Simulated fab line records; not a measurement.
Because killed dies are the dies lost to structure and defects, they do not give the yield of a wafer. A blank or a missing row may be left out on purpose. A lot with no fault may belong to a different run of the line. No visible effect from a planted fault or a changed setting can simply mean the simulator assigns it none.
Split-lot experiment :: flow n5_finfet :: route with 1938 steps; 7 lots, 39 wafers read

ABOUT THE SPLIT
At N5_BEOL_M4_DESCUM_16 (chemistry O2, time 7 s), the setting time_s was moved away from the recipe's 7 s on 12 of the 39 wafers read, by -24.5% to +55.9%. The other wafers ran this setting at the recipe's value.

FROM THE SPLIT TO THE READING: what the file shows between them, 1 step
- N5_BEOL_M4_ETCH_74: etches underlayer in N2/H2, target depth 6.5 nm, time 5.2 s

THE READING
CAR-EUV_of_BEOL_M4_COAT_05.thk_nm (the simulator's own value, which no gauge read), in nm, at N5_BEOL_M4_ETCH_63 (etches SiARC in CF4, target depth 15.6 nm, time 26 s). The file gives no usual value for it. Average 11.2 nm, standard deviation 0.13 nm, over the 27 wafers here run with the recipe.

wafer: L075.1
tool, chamber at the split: rie_diel-06, 1,0
time_s as run, s: 7
against the recipe: recipe
CAR-EUV_of_BEOL_M4_COAT_05.thk_nm, nm: 11
against lot-mates on the recipe: -

wafer: L075.3
tool, chamber at the split: rie_diel-06, 1,0
time_s as run, s: 7
against the recipe: recipe
CAR-EUV_of_BEOL_M4_COAT_05.thk_nm, nm: 11
against lot-mates on the recipe: -

wafer: L075.5
tool, chamber at the split: rie_diel-06, 1
time_s as run, s: 7
against the recipe: recipe
CAR-EUV_of_BEOL_M4_COAT_05.thk_nm, nm: 11
against lot-mates on the recipe: -

wafer: L077.1
tool, chamber at the split: rie_diel-03, 1,2,3,3
time_s as run, s: 7
against the recipe: recipe
CAR-EUV_of_BEOL_M4_COAT_05.thk_nm, nm: 11.2
against lot-mates on the recipe: -

wafer: L077.2
tool, chamber at the split: rie_diel-03, 1,2,3,3
time_s as run, s: 7
against the recipe: recipe
CAR-EUV_of_BEOL_M4_COAT_05.thk_nm, nm: 11.2
against lot-mates on the recipe: -

wafer: L077.3
tool, chamber at the split: rie_diel-03, 1,2,3,3
time_s as run, s: 7
against the recipe: recipe
CAR-EUV_of_BEOL_M4_COAT_05.thk_nm, nm: 11.2
against lot-mates on the recipe: -

wafer: L077.6
tool, chamber at the split: rie_diel-03, 1,2,3,3
time_s as run, s: 7
against the recipe: recipe
CAR-EUV_of_BEOL_M4_COAT_05.thk_nm, nm: 11.2
against lot-mates on the recipe: -

wafer: L077.4
tool, chamber at the split: rie_diel-03, 2,1
time_s as run, s: 7
against the recipe: recipe
CAR-EUV_of_BEOL_M4_COAT_05.thk_nm, nm: 11.4
against lot-mates on the recipe: -

wafer: L077.5
tool, chamber at the split: rie_diel-03, 2,1
time_s as run, s: 7
against the recipe: recipe
CAR-EUV_of_BEOL_M4_COAT_05.thk_nm, nm: 11.4
against lot-mates on the recipe: -

wafer: L078.1
tool, chamber at the split: rie_diel-01, 3,2,3
time_s as run, s: 7
against the recipe: recipe
CAR-EUV_of_BEOL_M4_COAT_05.thk_nm, nm: 11.2
against lot-mates on the recipe: -

wafer: L078.4
tool, chamber at the split: rie_diel-01, 3,2,3
time_s as run, s: 7
against the recipe: recipe
CAR-EUV_of_BEOL_M4_COAT_05.thk_nm, nm: 11.2
against lot-mates on the recipe: -

wafer: L078.2
tool, chamber at the split: rie_diel-01, 0
time_s as run, s: 8.423
against the recipe: +20.3%
CAR-EUV_of_BEOL_M4_COAT_05.thk_nm, nm: 10.4
against lot-mates on the recipe: -0.9

wafer: L078.3
tool, chamber at the split: rie_diel-01, 1
time_s as run, s: 8.423
against the recipe: +20.3%
CAR-EUV_of_BEOL_M4_COAT_05.thk_nm, nm: 10.4
against lot-mates on the recipe: -0.9

wafer: L078.5
tool, chamber at the split: rie_diel-01, 0
time_s as run, s: 8.423
against the recipe: +20.3%
CAR-EUV_of_BEOL_M4_COAT_05.thk_nm, nm: 10.4
against lot-mates on the recipe: -0.9

wafer: L078.6
tool, chamber at the split: rie_diel-01, 3,2,3
time_s as run, s: 7
against the recipe: recipe
CAR-EUV_of_BEOL_M4_COAT_05.thk_nm, nm: 11.4
against lot-mates on the recipe: -

wafer: L085.1
tool, chamber at the split: rie_diel-03, 0,3,0
time_s as run, s: 7
against the recipe: recipe
CAR-EUV_of_BEOL_M4_COAT_05.thk_nm, nm: 11.4
against lot-mates on the recipe: -

wafer: L085.2
tool, chamber at the split: rie_diel-03, 0,3,0
time_s as run, s: 7
against the recipe: recipe
CAR-EUV_of_BEOL_M4_COAT_05.thk_nm, nm: 11.2
against lot-mates on the recipe: -

wafer: L085.5
tool, chamber at the split: rie_diel-03, 0,3,0
time_s as run, s: 7
against the recipe: recipe
CAR-EUV_of_BEOL_M4_COAT_05.thk_nm, nm: 11.2
against lot-mates on the recipe: -

wafer: L085.3
tool, chamber at the split: rie_diel-03, 2,1,1
time_s as run, s: 5.283
against the recipe: -24.5%
CAR-EUV_of_BEOL_M4_COAT_05.thk_nm, nm: 12.2
against lot-mates on the recipe: +0.9

wafer: L085.4
tool, chamber at the split: rie_diel-03, 2,1,1
time_s as run, s: 5.283
against the recipe: -24.5%
CAR-EUV_of_BEOL_M4_COAT_05.thk_nm, nm: 12.2
against lot-mates on the recipe: +0.9

wafer: L085.6
tool, chamber at the split: rie_diel-03, 2,1,1
time_s as run, s: 5.283
against the recipe: -24.5%
CAR-EUV_of_BEOL_M4_COAT_05.thk_nm, nm: 12.2
against lot-mates on the recipe: +0.9

wafer: L094.1
tool, chamber at the split: rie_diel-06, 0,2
time_s as run, s: 7
against the recipe: recipe
CAR-EUV_of_BEOL_M4_COAT_05.thk_nm, nm: 11.2
against lot-mates on the recipe: -

wafer: L094.2
tool, chamber at the split: rie_diel-06, 0,2
time_s as run, s: 7
against the recipe: recipe
CAR-EUV_of_BEOL_M4_COAT_05.thk_nm, nm: 11.2
against lot-mates on the recipe: -

wafer: L094.3
tool, chamber at the split: rie_diel-06, 3
time_s as run, s: 7
against the recipe: recipe
CAR-EUV_of_BEOL_M4_COAT_05.thk_nm, nm: 11
against lot-mates on the recipe: -

wafer: L094.4
tool, chamber at the split: rie_diel-06, 1,0
time_s as run, s: 10.91
against the recipe: +55.9%
CAR-EUV_of_BEOL_M4_COAT_05.thk_nm, nm: 9.2
against lot-mates on the recipe: -1.9

wafer: L094.5
tool, chamber at the split: rie_diel-06, 1,0
time_s as run, s: 10.91
against the recipe: +55.9%
CAR-EUV_of_BEOL_M4_COAT_05.thk_nm, nm: 9.2
against lot-mates on the recipe: -1.9

wafer: L094.6
tool, chamber at the split: rie_diel-06, 1
time_s as run, s: 10.91
against the recipe: +55.9%
CAR-EUV_of_BEOL_M4_COAT_05.thk_nm, nm: 9.2
against lot-mates on the recipe: -1.9

wafer: L095.1
tool, chamber at the split: rie_diel-06, 0,3,1,2,3
time_s as run, s: 7
against the recipe: recipe
CAR-EUV_of_BEOL_M4_COAT_05.thk_nm, nm: 11.2
against lot-mates on the recipe: -

wafer: L095.3
tool, chamber at the split: rie_diel-06, 0,3,1,2,3
time_s as run, s: 7
against the recipe: recipe
CAR-EUV_of_BEOL_M4_COAT_05.thk_nm, nm: 11.2
against lot-mates on the recipe: -

wafer: L095.4
tool, chamber at the split: rie_diel-06, 0,3,1,2,3
time_s as run, s: 7
against the recipe: recipe
CAR-EUV_of_BEOL_M4_COAT_05.thk_nm, nm: 11.2
against lot-mates on the recipe: -

wafer: L095.5
tool, chamber at the split: rie_diel-06, 0
time_s as run, s: 7
against the recipe: recipe
CAR-EUV_of_BEOL_M4_COAT_05.thk_nm, nm: 11.2
against lot-mates on the recipe: -

wafer: L095.2
tool, chamber at the split: rie_diel-06, 0,3,1,2,3
time_s as run, s: 7
against the recipe: recipe
CAR-EUV_of_BEOL_M4_COAT_05.thk_nm, nm: 11
against lot-mates on the recipe: -

wafer: L095.6
tool, chamber at the split: rie_diel-06, 0,3,1,2,3
time_s as run, s: 7
against the recipe: recipe
CAR-EUV_of_BEOL_M4_COAT_05.thk_nm, nm: 11
against lot-mates on the recipe: -

wafer: L096.1
tool, chamber at the split: rie_diel-06, 0
time_s as run, s: 8.238
against the recipe: +17.7%
CAR-EUV_of_BEOL_M4_COAT_05.thk_nm, nm: 10.6
against lot-mates on the recipe: -0.5

wafer: L096.3
tool, chamber at the split: rie_diel-06, 3,2
time_s as run, s: 8.238
against the recipe: +17.7%
CAR-EUV_of_BEOL_M4_COAT_05.thk_nm, nm: 10.6
against lot-mates on the recipe: -0.5

wafer: L096.2
tool, chamber at the split: rie_diel-06, 3,2
time_s as run, s: 8.238
against the recipe: +17.7%
CAR-EUV_of_BEOL_M4_COAT_05.thk_nm, nm: 10.4
against lot-mates on the recipe: -0.7

wafer: L096.4
tool, chamber at the split: rie_diel-06, 1
time_s as run, s: 7
against the recipe: recipe
CAR-EUV_of_BEOL_M4_COAT_05.thk_nm, nm: 11
against lot-mates on the recipe: -

wafer: L096.6
tool, chamber at the split: rie_diel-06, 0,3
time_s as run, s: 7
against the recipe: recipe
CAR-EUV_of_BEOL_M4_COAT_05.thk_nm, nm: 11
against lot-mates on the recipe: -

wafer: L096.5
tool, chamber at the split: rie_diel-06, 0,3
time_s as run, s: 7
against the recipe: recipe
CAR-EUV_of_BEOL_M4_COAT_05.thk_nm, nm: 11.2
against lot-mates on the recipe: -
Where a row lists several chambers, the file gives one row for several wafers and doesn't say which wafer went through which chamber.

FIT RESULTS
A straight line over all 39 wafers: CAR-EUV_of_BEOL_M4_COAT_05.thk_nm changes by -0.0367 nm for each +1% of time_s; r = -0.98; the points scatter about the line by 0.12 nm.
The same after taking each lot's own level away (the mean of its wafers on the recipe; 39 wafers): -0.0356 nm for each +1%; r = -0.99; scatter 0.097 nm.
The reading moves by 2 nm for the largest change in time_s, on that fit.
Measured against the standard deviation above, the lots' own levels, which go from 11.00 to 11.27 nm, span 2.1 times it.
The two slopes agree, so the slope changes little with the lot-to-lot level.
Check: with one of the wafers moved furthest among these (+55.9%) left out of the fit, the line predicts -2 nm for it against its lot-mates. It came out at -1.93 nm against them.

OTHER SPLITS ON THESE WAFERS
Other splits were also applied to these wafers ahead of the reading. Each is held against what the fit with the lots' levels taken away leaves over:
other split on the same wafers: N5_MOL_CONTACT_COAG_ETCHBACK_136 target_depth_a
wafers away from the commonest value: 12
r with CAR-EUV_of_BEOL_M4_COAT_05.thk_nm (lot level and that fit taken away): -0.12

other split on the same wafers: N5_BEOL_M2_ILD_DEP_00 target_thk_a
wafers away from the commonest value: 12
r with CAR-EUV_of_BEOL_M4_COAT_05.thk_nm (lot level and that fit taken away): +0.06

THE WHOLE CHAIN: every reading that the file lists as answering this split, in the file's order
step: N5_BEOL_M4_DESCUM_16
what it does: chemistry O2, time 7 s
reading: CAR-EUV_of_BEOL_M4_COAT_05.thk_nm (the simulator's own value, which no gauge read)
change (the file's fit): -0.0366 nm for each +1% of the setting
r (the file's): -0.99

step: N5_BEOL_M4_ETCH_74
what it does: etches underlayer in N2/H2, target depth 6.5 nm, time 5.2 s
reading: CAR-EUV_of_BEOL_M4_COAT_05.thk_nm (the simulator's own value, which no gauge read)
change (the file's fit): -0.0359 nm for each +1% of the setting
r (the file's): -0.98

step: N5_BEOL_M4_ETCH_63
what it does: etches SiARC in CF4, target depth 15.6 nm, time 26 s
reading: CAR-EUV_of_BEOL_M4_COAT_05.thk_nm (the simulator's own value, which no gauge read)
change (the file's fit): -0.0355 nm for each +1% of the setting
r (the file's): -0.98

THE FILE'S OWN FIT
CAR-EUV_of_BEOL_M4_COAT_05.thk_nm changes by -0.0355 nm for each +1% of time_s, r = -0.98.
